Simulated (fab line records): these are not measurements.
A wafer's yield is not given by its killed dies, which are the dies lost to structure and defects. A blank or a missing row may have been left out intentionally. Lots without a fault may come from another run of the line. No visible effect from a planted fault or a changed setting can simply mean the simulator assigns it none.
Comparing a struck lot with a sound one / flow nand harc / 41 out of 1302 route steps
Sound: these wafers, L277.1, L277.4, L277.5. Struck: wafer L290.4 (left out: L290.1, L290.3 of the same lot, which were not struck); the cause appears at the end.
Order at every step that has rows: each side's tool, ch and its chambers, its first start. Under that, the readings that differ: sound wafers / struck wafers / difference of the means / sigmas: that difference in standard deviations of wafers without a fault.
alike: same words and numbers on both sides, and readings whose means sit less than 2 such deviations apart. not compared: any withheld reading, any reading some wafer has no value for, any bound like >300 that may hide the same value, and any number with overlapping values for which the record gives no deviation.
A row with sigmas, a row that says differs or no value, or rows on one side alone: a step with any of these is where the two part. Numbers that have no deviation but don't overlap get no sigmas and don't part them. A reading that every wafer of one side lacks parts them only if that side has two wafers or more.

first, 12 steps without rows for these wafers: NHARC_P_GATE_STRIP_101 (strips in O2, time 20 s); NHARC_P_GATE_PRECLEAN_97 (cleans in SPM, time 600 s); NHARC_P_GATE_SRD_98; NHARC_P_GATE_PRECLEAN_99 (cleans in SC1); NHARC_P_GATE_SRD_100; NHARC_P_GATE_DEHYDRATE_38 (time 120 s); NHARC_P_GATE_HMDS_39 (time 30 s); NHARC_P_GATE_COAT_40; NHARC_P_GATE_SOFTBAKE_41 (time 95 s); NHARC_P_GATE_EBR_42; NHARC_P_GATE_EXPOSE_43 (exposes mask P NSD, target cd 720 nm); NHARC_P_GATE_PEB_44 (peb time 85 s).
NHARC_P_GATE_DEVELOP_45: time 70 s.
  sound on litho track-02 ch 0, day 7 07:00; struck on litho track-05 ch 0, day 12 17:00
then, 1 step without rows for these wafers: NHARC_P_GATE_HARDBAKE_47 (time 80 s).
NHARC_P_GATE_DESCUM_48: chemistry O2, time 3 s.
  sound on rie diel-09 ch 1,3, day 7 08:12; struck on rie diel-13 ch 0, day 12 17:35
reading=model.P_GATE.cd nm (nm); sound=722.7 723 721.6; struck=120.8; difference=-601.6; sigmas=
  alike: drypump motor current A, oes product au, rf vpp V, showerhead plenum p Torr, throttle valve pct
  not compared: rf hours counter h
then, 1 step without rows for these wafers: NHARC_P_GATE_IMPLANT_49.
NHARC_P_GATE_STRIP_111: strips in N2/H2, time 250 s.
  sound on plasma asher-02 ch 1, day 7 18:01; struck on plasma asher-02 ch 1, day 12 17:59
  alike: drypump motor current A, heater power w
  not compared: rf hours counter h
NHARC_P_GATE_STRIP_75: strips in O2.
  sound on plasma asher-02 ch 1, day 7 18:16; struck on plasma asher-02 ch 1, day 12 18:17
  alike: drypump motor current A, heater power w
  not compared: rf hours counter h
then, 10 steps without rows for these wafers: NHARC_P_GATE_STRIP_50 (strips in SPM, time 900 s); NHARC_P_GATE_DEHYDRATE_51 (time 120 s); NHARC_P_GATE_HMDS_52 (time 30 s); NHARC_P_GATE_COAT_53; NHARC_P_GATE_SOFTBAKE_54 (time 95 s); NHARC_P_GATE_EBR_55; NHARC_P_GATE_EXPOSE_56 (exposes mask P PSD, target cd 720 nm); NHARC_P_GATE_PEB_57 (peb time 85 s); NHARC_P_GATE_DEVELOP_58 (time 70 s); NHARC_P_GATE_HARDBAKE_60 (time 80 s).
NHARC_P_GATE_DESCUM_61: chemistry O2, time 3 s.
  sound on rie diel-13 ch 1,2,3, day 7 19:21; struck on rie diel-02 ch 2, day 12 19:23
  alike: drypump motor current A, oes product au, rf vpp V, showerhead plenum p Torr, throttle valve pct
  not compared: rf hours counter h
then, 1 step without rows for these wafers: NHARC_P_GATE_IMPLANT_62.
NHARC_P_GATE_STRIP_112: strips in N2/H2, time 200 s.
  sound on plasma asher-01 ch 0,1, day 7 19:46; struck on plasma asher-01 ch 1, day 12 19:49
  alike: drypump motor current A, heater power w
  not compared: rf hours counter h
NHARC_P_GATE_STRIP_76: strips in O2.
  sound on plasma asher-01 ch 0,1, day 7 19:59; struck on plasma asher-01 ch 1, day 12 20:02
  alike: drypump motor current A, heater power w
  not compared: rf hours counter h
then, 8 steps without rows for these wafers: NHARC_P_GATE_STRIP_63 (strips in SPM, time 900 s); NHARC_P_GATE_DEHYDRATE_83 (time 120 s); NHARC_P_GATE_HMDS_84 (time 30 s); NHARC_P_GATE_COAT_85; NHARC_P_GATE_SOFTBAKE_86 (time 95 s); NHARC_P_GATE_EBR_87; NHARC_P_GATE_EXPOSE_88 (exposes mask P HVN, target cd 2000 nm); NHARC_P_GATE_PEB_89 (peb time 85 s).
NHARC_P_GATE_DESCUM_93: chemistry O2, time 3 s.
  sound on rie diel-09 ch 1,3, day 7 20:56; struck on rie diel-02 ch 2, day 12 21:07
reading=showerhead plenum p Torr (Torr); sound=1.91 1.95 1.95; struck=1.80; difference=-0.14; sigmas=-2
reading=model.P_GATE.cd nm (nm); sound=2001 2001 2000; struck=120.8; difference=-1879.9; sigmas=
  alike: drypump motor current A, oes product au, rf vpp V, throttle valve pct
  not compared: rf hours counter h

## WHERE THEY PART
Within this record, at NHARC_P_GATE_DESCUM_93 only.

WHY: the cause the simulator had injected
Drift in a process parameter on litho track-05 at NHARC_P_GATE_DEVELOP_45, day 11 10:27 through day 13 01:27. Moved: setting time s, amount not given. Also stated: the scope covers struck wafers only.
